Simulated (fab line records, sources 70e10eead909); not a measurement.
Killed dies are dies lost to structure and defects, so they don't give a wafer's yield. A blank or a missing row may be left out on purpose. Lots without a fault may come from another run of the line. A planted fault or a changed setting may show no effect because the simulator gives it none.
Which tool did it? | flow nand_harc | 7 lots, 21 wafers sampled, at 5 steps of a route of 1302

WHAT THE GAUGES READ, wafer by wafer
NHARC_END_SORT_01.
lot  | measured     | on        | defect_limited_yield (%)
L454 | day 31 03:28 | prober-01 | 90 89 87

WHICH TOOL RAN EACH LOT (tool, then ch and the chambers of the sampled wafers, then the start)
lot  | NHARC_P_M1_PRE_CLEAN_30                 | NHARC_P_M1_ANNEAL_31             | NHARC_P_M1_DEP_33               | NHARC_P_M2_EXPOSE_06
L446 | pvd_sputter-02, day 8 21:37 or earlier  | rtp_anneal-01 ch 0, day 8 21:37  | pecvd-01 ch 0,2, day 8 22:35    | arfi_scanner-03 ch 0, day 8 23:42
L450 | pvd_sputter-02, day 10 17:29 or earlier | rtp_anneal-02 ch 0, day 10 17:29 | pecvd-01 ch 0,2, day 10 18:26   | arfi_scanner-03 ch 0, day 10 19:46
L453 | pvd_sputter-02, day 11 16:12 or earlier | rtp_anneal-01 ch 0, day 11 16:12 | pecvd-01 ch 1,2, day 11 17:14   | arfi_scanner-02 ch 0, day 11 18:17
L454 | pvd_sputter-03, day 12 15:56 or earlier | rtp_anneal-01 ch 0, day 12 15:56 | pecvd-02 ch 0,2, day 12 16:50   | arfi_scanner-02 ch 0, day 12 17:49
L458 | pvd_sputter-03, day 14 02:28 or earlier | rtp_anneal-01 ch 0, day 14 02:28 | pecvd-04 ch 0,1,2, day 14 03:26 | arfi_scanner-01 ch 0, day 14 04:30
L460 | pvd_sputter-01, day 14 20:42 or earlier | rtp_anneal-01 ch 0, day 14 20:42 | pecvd-02 ch 0,1,2, day 14 21:40 | arfi_scanner-02 ch 0, day 14 22:46
L463 | pvd_sputter-02, day 15 21:21 or earlier | rtp_anneal-01 ch 0, day 15 21:21 | pecvd-02 ch 0,1,2, day 15 22:17 | arfi_scanner-02 ch 0, day 15 23:25
- NHARC_P_M1_PRE_CLEAN_30: time 30 s.
- NHARC_P_M1_ANNEAL_31: time 90 s.
- NHARC_P_M1_DEP_33: deposits SiCN, target thk 30 nm.
- NHARC_P_M2_EXPOSE_06: exposes mask P M2, target cd 170 nm.

THE ANSWER, worked out from the rows above alone
Rule: what is usual is taken from the lots themselves. Put in order of their means at a reading, lots are off if they are a third of the lots or fewer, leave a main group of 4 or more, and stand apart from it by a gap of 3 or more times the standard deviation of the main group's means; of several such gaps the widest counts. A main group whose means are all the same, to the digits that the tables above print for the reading, isn't used. A lot without any number at a reading at which 4 lots or more have one is off too. The other lots that the step has rows for count as sound.
No lot is off at any reading shown: from this, nothing can be told.

WHAT THE SIMULATOR HAD PUT IN
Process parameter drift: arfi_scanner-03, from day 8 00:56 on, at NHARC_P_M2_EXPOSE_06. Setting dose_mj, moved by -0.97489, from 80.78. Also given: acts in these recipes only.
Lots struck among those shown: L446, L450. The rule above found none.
